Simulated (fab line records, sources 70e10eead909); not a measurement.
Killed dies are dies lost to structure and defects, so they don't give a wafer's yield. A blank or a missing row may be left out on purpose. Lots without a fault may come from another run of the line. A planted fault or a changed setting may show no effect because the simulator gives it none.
A struck lot beside a sound one | flow nand_harc | 14 steps out of a route of 1159
Sound: wafers L748.2, L748.3, L748.6. Struck: wafers L757.1, L757.4, L757.5. The cause comes at the end.
At each step with rows: each side's tool, then ch and its chambers, then its first start. Under that, the readings that differ: sound wafers | struck wafers | difference of the means | sigmas: that difference in standard deviations of wafers without a fault.
alike: readings whose means differ by less than 2 such deviations, and words and numbers that are the same on both sides. not compared: withheld readings, readings that some wafer has no value for, bounds like >300 that may hide the same value, and numbers for which the record gives no deviation and whose values overlap.
The two part at a step that has a row with sigmas, a row that says differs or no value, or rows on one side only. Numbers that don't overlap but have no deviation are shown without sigmas and don't part them. A reading that every wafer of one side lacks parts them only if that side has two wafers or more.

first, 5 steps without rows for these wafers: NHARC_P_GATE_SOFTBAKE_21 (time 55 s); NHARC_P_GATE_EBR_22; NHARC_P_GATE_EXPOSE_23 (exposes mask P GATE, target cd 120 nm); NHARC_P_GATE_PEB_24 (peb time 65 s); NHARC_P_GATE_DEVELOP_25 (develop time 35 s).
NHARC_P_GATE_CD_MEAS_26: target cd 120 nm.
  sound on cd_sem-02 ch 0, day 5 20:16; struck on cd_sem-01 ch 0, day 8 15:28
  alike: cd_nm
NHARC_P_GATE_OVL_MEAS_27:
  sound on overlay-02, day 5 20:21; struck on overlay-01, day 8 15:34
  reading           | sound       | struck         | difference | sigmas
  overlay_y_nm (nm) | 1.6 1.3 1.0 | -0.1 -0.3 -0.5 | -1.6       | -2
  alike: overlay_x_nm
NHARC_P_GATE_INSPECT_28:
  sound on defect_inspect-02, day 5 20:23; struck on defect_inspect-01, day 8 15:35
  alike: raw_defect_count
NHARC_P_GATE_DESCUM_31: chemistry O2, time 3 s.
  sound on rie_diel-01 ch 0,3, day 5 20:28; struck on rie_diel-07 ch 0,2,3, day 8 15:41
  alike: drypump_motor_current_A, oes_product_au, rf_vpp_V, showerhead_plenum_p_Torr, throttle_valve_pct
  not compared: rf_hours_counter_h
NHARC_P_GATE_ETCH_104: etches the open film in CF4/CHF3, target depth 60 nm.
  sound on rie_diel-01 ch 0,2, day 5 20:32; struck on rie_diel-07 ch 1,2,3, day 8 15:58
  alike: drypump_motor_current_A, oes_product_au, rf_vpp_V, showerhead_plenum_p_Torr, throttle_valve_pct
NHARC_P_GATE_HM_OPEN_105: chemistry O2/COS, target depth 360 nm.
  sound on rie_diel-01 ch 2,3; struck on rie_diel-07 ch 2,3
  reading                     | sound       | struck      | difference | sigmas
  drypump_motor_current_A (A) | 5.0 5.5 5.6 | 5.5 6.8 6.8 | +1.0       | +2
  alike: cos_flow_sccm, oes_product_au, rf_vpp_V, showerhead_plenum_p_Torr, throttle_valve_pct
  not compared: rf_hours_counter_h
then, 1 step without rows for these wafers: NHARC_P_GATE_STRIP_106 (strips in O2/COS).
NHARC_P_GATE_ETCH_114: etches the open film in CF4/O2, target depth 30 nm, overetch 3 nm, time 16.5 s.
  sound on rie_diel-01 ch 0,3, day 5 20:00; struck on rie_diel-07 ch 1,3, day 8 16:00
  reading                     | sound          | struck         | difference | sigmas
  drypump_motor_current_A (A) | 5.0 6.0 5.0    | 6.8 5.4 6.8    | +1.0       | +2
  run_length_s (s)            | 38.2 38.1 38.1 | 35.6 35.5 35.8 | -2.5       | -7
  alike: oes_f_703_au, oes_product_au, rf_vpp_V, showerhead_plenum_p_Torr, throttle_valve_pct
  not compared: rf_hours_counter_h
NHARC_P_GATE_ETCH_32: etches the open film in HBr/Cl2, target depth 150 nm, time 100.1 s.
  sound on rie_si-04 ch 0,2, day 5 21:02; struck on rie_si-02 ch 0,2, day 8 16:21
  alike: drypump_motor_current_A, oes_product_au, throttle_valve_pct
  not compared: rf_hours_counter_h

WHERE THEY PART
First at NHARC_P_GATE_OVL_MEAS_27; last, within this record, at NHARC_P_GATE_ETCH_114. Later steps at which nothing parts them and some readings are alike: NHARC_P_GATE_ETCH_32.

WHY: what the simulator had put in
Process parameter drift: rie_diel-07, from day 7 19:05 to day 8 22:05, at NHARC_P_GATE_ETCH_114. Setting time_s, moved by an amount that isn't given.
